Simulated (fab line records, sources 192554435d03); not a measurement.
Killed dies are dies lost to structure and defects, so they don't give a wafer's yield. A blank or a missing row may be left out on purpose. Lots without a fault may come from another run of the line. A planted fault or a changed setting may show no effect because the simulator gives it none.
Chamber matching | flow n5_finfet | N5_BEOL_M14_CMP_49 on cmp-01: 4 sister chambers
The step polishes, stops on SiO2, t overpolish 5.2 s, target thk 560 nm. 8 wafers are shown with their chamber, then 10 later ones without.

WAFERS WITH THEIR CHAMBER
wafer  | chamber | motor_current_A (A) | overpolish_run_s (s)
L077.5 | 1       | 7.3                 | 5.176
L081.2 | 3       | 9.0                 | 5.200
L082.4 | 2       | 8.4                 | 5.205
L084.1 | 0       | 7.2                 | 5.216
L084.2 | 2       | 8.3                 | 5.215
L084.4 | 1       | 7.0                 | 5.195
L086.1 | 0       | 7.0                 | 5.186
L086.2 | 3       | 8.3                 | 5.201

WAFERS WITHOUT THEIR CHAMBER
wafer  | motor_current_A (A) | overpolish_run_s (s)
L086.4 | 7.2                 | 5.213
L085.3 | 8.4                 | 5.193
L085.4 | 8.3                 | 5.189
L085.5 | 8.3                 | 5.222
L090.1 | 7.1                 | 5.204
L090.4 | 8.4                 | 5.211
L090.5 | 8.7                 | 5.202
L092.1 | 7.2                 | 5.181
L092.2 | 7.4                 | 5.195
L092.5 | 8.0                 | 5.206

WHICH CHAMBER EACH WENT THROUGH
wafer  | from the rows above          | in truth
L086.4 | can't be placed: 0 or 1      | 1
L085.3 | can't be placed: 3 or 2      | 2
L085.4 | can't be placed: 3 or 2      | 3
L085.5 | can't be placed: 2 or 3      | 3
L090.1 | can't be placed: 0 or 1      | 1
L090.4 | can't be placed: 2 or 3      | 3
L090.5 | can't be placed: 3 or 2      | 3
L092.1 | can't be placed: 1 or 0      | 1
L092.2 | can't be placed: 1 or 0      | 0
L092.5 | can't be placed: 2 or 3 or 0 | 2
Placed correctly: 0 of 10. Can't be placed from these rows: 10 (the true chamber is among the candidates in 10). Placed wrongly: 0.
How it was worked out, from the rows above alone: a wafer's distance from a chamber is the root of the sum, over the readings, of the square of ((its reading less the chamber's mean) divided by the reading's scatter). The wafer belongs to the nearest chamber; if the next one is less than 2 further off, it can't be placed. A chamber's mean is the mean of its shown wafers. The scatter: the root of (the sum of the squares of (reading less its chamber's mean) over the shown wafers, divided by (wafers less chambers)).
